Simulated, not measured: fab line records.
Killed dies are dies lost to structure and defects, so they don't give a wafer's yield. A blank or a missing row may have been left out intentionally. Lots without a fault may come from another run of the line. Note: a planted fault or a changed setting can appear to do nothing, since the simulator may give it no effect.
Matching of chambers | flow n5Finfet | N5_BEOL_M8_DEP_56 on pecvd-03 has 3 sister chambers
The step deposits SiCN from 3MS/NH3, target thk 10 nm, time 17.5 s. 6 wafers are shown with their chamber, then 9 later ones without.

## WAFERS PAIRED WITH THEIR CHAMBERS
wafer  | chamber | throttleValvePct (%) | showerheadPlenumPTorr (Torr)
L080.1 | 2       | 8.0                  | 3.669
L080.5 | 2       | 8.3                  | 3.674
L087.5 | 0       | 10.1                 | 3.687
L086.1 | 1       | 9.1                  | 3.664
L086.3 | 1       | 8.9                  | 3.670
L086.4 | 0       | 10.2                 | 3.676

## WAFERS WITHOUT THEIR CHAMBER
wafer  | throttleValvePct (%) | showerheadPlenumPTorr (Torr)
L090.1 | 9.1                  | 3.664
L090.4 | 10.0                 | 3.684
L090.5 | 9.1                  | 3.663
L092.1 | 8.8                  | 3.678
L092.4 | 8.0                  | 3.672
L092.5 | 10.1                 | 3.683
L093.1 | 9.3                  | 3.658
L093.4 | 8.3                  | 3.669
L093.6 | 10.1                 | 3.673

## CHAMBER TAKEN BY EACH
wafer  | from the rows above | in truth
L090.1 | 1                   | 1
L090.4 | 0                   | 0
L090.5 | 1                   | 1
L092.1 | 1                   | 1
L092.4 | 2                   | 2
L092.5 | 0                   | 0
L093.1 | 1                   | 1
L093.4 | 2                   | 2
L093.6 | 0                   | 0
Correct placement for 9 of the 9. Not placeable from these rows: 0. 0 placed wrongly.
How it was worked out, from the rows above alone: a wafer's distance from a chamber is the root of the sum, over the readings, of the square of ((its reading less the chamber's mean) divided by the reading's scatter). If the next closest chamber is less than 2 further off than the closest, the wafer can't be placed; otherwise it belongs to the closest. For every chamber, the mean is computed from those of its wafers that are shown. How the scatter is found: for the shown wafers, subtract from each reading the mean of its chamber, square and add these, divide the total by (wafers less chambers), then take the root.
